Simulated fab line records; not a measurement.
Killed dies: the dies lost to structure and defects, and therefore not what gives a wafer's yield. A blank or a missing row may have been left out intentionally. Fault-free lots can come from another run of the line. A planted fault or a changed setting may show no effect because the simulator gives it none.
Chamber matching	flow nandHarc	NHARC_P_M2_DEP_33 on pecvd-03 has 3 sister chambers
The step deposits SiCN, target thk 30 nm. 20 wafers are shown with their chamber, then 10 later ones without.

WAFERS PAIRED WITH THEIR CHAMBERS
wafer	chamber	heaterPowerW (W)	rfFwdPowerW (W)
L075.1	0	597	449.6
L075.4	0	591	447.7
L075.6	1	608	448.8
L074.1	2	672	447.3
L074.2	1	733	450.0
L074.4	2	697	450.1
L080.3	2	689	450.2
L080.4	2	663	449.1
L080.6	1	729	451.7
L081.1	0	590	449.7
L081.4	0	594	448.4
L081.5	2	747	449.1
L085.2	0	627	448.5
L085.4	1	628	445.4
L085.6	2	642	448.6
L087.2	0	656	448.7
L087.5	0	648	452.9
L087.6	1	724	448.8
L086.2	1	724	447.6
L086.5	0	618	448.0

SIGNATURES (means of the wafers above)
reading	chamber 0	chamber 1	chamber 2	scatter within a chamber
heaterPowerW	615.12	691.00	685.00	40.3
rfFwdPowerW	449.188	448.717	449.067	1.67
Rule: distance of a wafer from a chamber = root of the sum over the readings of ((wafer's reading minus chamber's mean) / reading's scatter) squared. If the next closest chamber is less than 2 further off than the closest, the wafer can't be placed; otherwise it belongs to the closest. The scatter: the root of (the sum of the squares of (reading less its chamber's mean) over the shown wafers, divided by (wafers less chambers)).

WAFERS WITHOUT THEIR CHAMBER
wafer	heaterPowerW (W)	rfFwdPowerW (W)
L086.6	713	447.7
L089.1	717	448.2
L089.4	634	448.2
L089.5	699	448.7
L092.3	747	451.4
L092.4	775	450.4
L092.6	733	450.7
L096.3	706	452.4
L096.4	575	449.6
L096.5	726	448.9

THE CHAMBER EACH PASSED THROUGH
wafer	from the rows above	in truth
L086.6	can't be placed: 1 or 2 or 0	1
L089.1	can't be placed: 1 or 2 or 0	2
L089.4	can't be placed: 0 or 2 or 1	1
L089.5	can't be placed: 1 or 2 or 0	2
L092.3	can't be placed: 2 or 1 or 0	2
L092.4	can't be placed: 1 or 2 or 0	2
L092.6	can't be placed: 2 or 1 or 0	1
L096.3	can't be placed: 2 or 1 or 0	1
L096.4	can't be placed: 0 or 2 or 1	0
L096.5	can't be placed: 1 or 2 or 0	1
Correctly placed: 0 of 10. Not placeable from these rows: 10 (in 10, the candidates include the true chamber). 0 placed wrongly.
